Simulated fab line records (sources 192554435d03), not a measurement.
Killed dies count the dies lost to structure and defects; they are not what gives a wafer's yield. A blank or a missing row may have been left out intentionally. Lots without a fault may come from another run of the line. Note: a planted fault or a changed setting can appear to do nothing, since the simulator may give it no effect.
Comparing a struck lot with a sound one ; flow n5 finfet ; 35 steps out of a route of 1938
Sound: these wafers, L115.1, L115.2, L115.5. Struck: wafers L133.4, L133.5, L133.6. Last of all comes the cause.
Each step with rows lists, per side, the tool, then ch with its chambers, then its first start. Under that, the readings that differ: sound wafers ; struck wafers ; difference of the means ; sigmas: that difference in standard deviations of wafers without a fault.
alike: same words and numbers on both sides, and readings whose means sit less than 2 such deviations apart. not compared: any withheld reading, any reading some wafer has no value for, any bound like >300 that may hide the same value, and any number with overlapping values for which the record gives no deviation.
Wherever a step has rows on one side only, a row that says differs or no value, or a row with sigmas, the two part there. Numbers that don't overlap but have no deviation are shown without sigmas and don't part them. A reading that every wafer of one side lacks parts them only if that side has two wafers or more.

first, 10 steps without rows for these wafers: N5_BEOL_M3_STRIP_36 (strips in N2/H2); N5_BEOL_M3_TRENCH_ETCH_37 (etches SiOC in C4F6/O2, target depth 55.555 nm, time 29.2 s); N5_BEOL_M3_ETCH_41 (etches SiCN in CH3F/O2, target depth 29.9 nm, time 52.5 s); N5_BEOL_M3_STRIP_97 (strips in N2/H2, time 10 s); N5_BEOL_M3_HM_STRIP_39 (strips TiN in peroxide tin strip, target depth 25 nm, time 158 s); N5_BEOL_M3_SRD_40 (time 30 s); N5_BEOL_M3_PRECLEAN_42 (cleans in residue remover, time 60 s); N5_BEOL_M3_SRD_43 (time 30 s); N5_BEOL_M3_DEGAS_44 (time 60 s); N5_BEOL_M3_PRE_CLEAN_45 (time 30 s).
N5_BEOL_M3_ALD_84: deposits TaN, pulse time 2 s, purge time 3 s, co reactant purge time 2 s.
  sound on ald metal-02 ch 0,2,3, day 7 21:02; struck on ald metal-03 ch 0,3, day 12 06:07
  no value came back on the struck wafers for ald cycles, chamber pressure Torr (Torr), heater power outer w (W), heater power w (W); on the sound wafers ald cycles reads 30 30 30
then, 21 steps without rows for these wafers: N5_BEOL_M3_SURFACE_TREAT_85; N5_BEOL_M3_CVD_47 (deposits Co from CCTBA/H2, target thk 3 nm, time 223.8 s); N5_BEOL_M3_SPUTTER_48 (material Cu, target thk 4.5 nm, time 8.29 s); N5_BEOL_M3_ANNEAL_49 (time 240 s); N5_BEOL_M3_SPUTTER_79 (material Cu, target thk 4.5 nm, time 8.29 s); N5_BEOL_M3_ANNEAL_80 (time 240 s); N5_BEOL_M3_SPUTTER_81 (material Cu, target thk 4.5 nm, time 8.29 s); N5_BEOL_M3_ANNEAL_82 (time 240 s); N5_BEOL_M3_SPUTTER_86 (material Cu, target thk 4.5 nm, time 8.29 s); N5_BEOL_M3_ANNEAL_87 (time 240 s); N5_BEOL_M3_SPUTTER_88 (material Cu, target thk 4.5 nm, time 8.29 s); N5_BEOL_M3_ANNEAL_89 (time 240 s); N5_BEOL_M3_SPUTTER_90 (material Cu, target thk 4.5 nm, time 8.29 s); N5_BEOL_M3_ANNEAL_91 (time 240 s); N5_BEOL_M3_SPUTTER_92 (material Cu, target thk 4.5 nm, time 8.29 s); N5_BEOL_M3_ANNEAL_93 (time 240 s); N5_BEOL_M3_SPUTTER_94 (material Cu, target thk 4.5 nm, time 8.29 s); N5_BEOL_M3_ANNEAL_95 (time 240 s); N5_BEOL_M3_SPUTTER_96 (material Cu, target thk 4.5 nm, time 8.29 s); N5_BEOL_M3_ECD_50 (material Cu, target thk 300 nm); N5_BEOL_M3_ANNEAL_51 (time 90 s).
N5_BEOL_M3_CMP_52: polishes, stops on SiOC, t overpolish 6.8 s, target thk 40 nm.
  sound on cmp-04 ch 0,1,3, day 7 23:50; struck on cmp-02 ch 1,2,3, day 12 09:50
reading;sound;struck;difference;sigmas
barrier field endpoint s (s);24.7 24.3 25.0;23.1 22.5 23.0;-1.8;-3
  alike: head pressure psi, motor current A
N5_BEOL_M4_RC_MEAS_101:
  the record has rows for the sound wafers here (prober-01 ch 0, day 8 11:41) and none for the struck ones
-- record jumps: 5 days separate the struck wafers' starts on either side; left off in module BEOL_M4, taken up again in module PASSIVATION, whose first shown step is the route's number 1936 --
N5_PASSIVATION_PROBE_49:
  sound on prober-01 at day 12 11:31; struck on prober-02 at day 17 02:52
reading;sound;struck;difference;sigmas
defect limited yield (%);90.3 93.8 92.8;0 0 0;-92;-62
killed_at_M0_to_M3;41 29 27;1123 1132 1112;+1090;+99 or more
killed dies;114 73 85;1180 1180 1180;+1089;+61
killed on rim;16 9 14;152 152 152;+139;+32
sort_bin_4_leakage (%);0 0 0;91.44 91.44 90.59;+91.16;
sort n pass;1066 1107 1095;0 0 0;-1089;-61
sort yield pct (%);90.3 93.8 92.8;0 0 0;-92;-62
  alike: killed_at_M4_up, killed at contacts, killed at front end, killed at other, killed open, killed short, sort_bin_5_function, sort_bin_6_memory

## WHERE THEY PART
First at N5_BEOL_M3_ALD_84; last, within this record, at N5_PASSIVATION_PROBE_49.

WHY: whatever the simulator had introduced
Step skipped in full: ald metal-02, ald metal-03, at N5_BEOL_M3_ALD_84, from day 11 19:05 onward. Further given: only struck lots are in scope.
